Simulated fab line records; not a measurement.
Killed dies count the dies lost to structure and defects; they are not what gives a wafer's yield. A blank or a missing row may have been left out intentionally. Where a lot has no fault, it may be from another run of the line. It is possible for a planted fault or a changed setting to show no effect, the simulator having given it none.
Chamber matching | flow n5Finfet | 3 sister chambers for N5_BEOL_M2_PRE_CLEAN_60 on cvdCo-01
The step time 15 s. 6 wafers are shown with their chamber, then 11 later ones without.

EACH WAFER AND ITS CHAMBER
wafer  | chamber | heaterPowerW (W)
L082.2 | 2       | 46
L087.2 | 2       | 48
L088.1 | 1       | 79
L088.2 | 0       | 82
L088.6 | 1       | 80
L089.1 | 0       | 81

WAFERS WITH NO CHAMBER GIVEN
wafer  | heaterPowerW (W)
L089.3 | 46
L089.5 | 47
L091.1 | 81
L091.3 | 48
L091.5 | 82
L093.1 | 80
L093.3 | 47
L093.4 | 82
L095.2 | 47
L095.3 | 82
L095.5 | 49

CHAMBER TAKEN BY EACH
wafer  | from the rows above     | in truth
L089.3 | 2                       | 2
L089.5 | 2                       | 2
L091.1 | can't be placed: 0 or 1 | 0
L091.3 | 2                       | 2
L091.5 | 0                       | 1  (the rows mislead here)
L093.1 | can't be placed: 1 or 0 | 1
L093.3 | 2                       | 2
L093.4 | 0                       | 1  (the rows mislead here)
L095.2 | 2                       | 2
L095.3 | 0                       | 0
L095.5 | 2                       | 2
Placed correctly: 7 of 11. Cannot be placed on the basis of these rows: 2; the candidates contain the true chamber in 2. Wrongly placed: 2.
How it was worked out, from the rows above alone: a wafer's distance from a chamber is the root of the sum, over the readings, of the square of ((its reading less the chamber's mean) divided by the reading's scatter). The wafer belongs to the nearest chamber; if the next one is less than 2 further off, it can't be placed. For every chamber, the mean is computed from those of its wafers that are shown. The scatter is the square root of a quotient: the sum, over the shown wafers, of each reading's squared deviation from its chamber's mean, divided by wafers minus chambers.
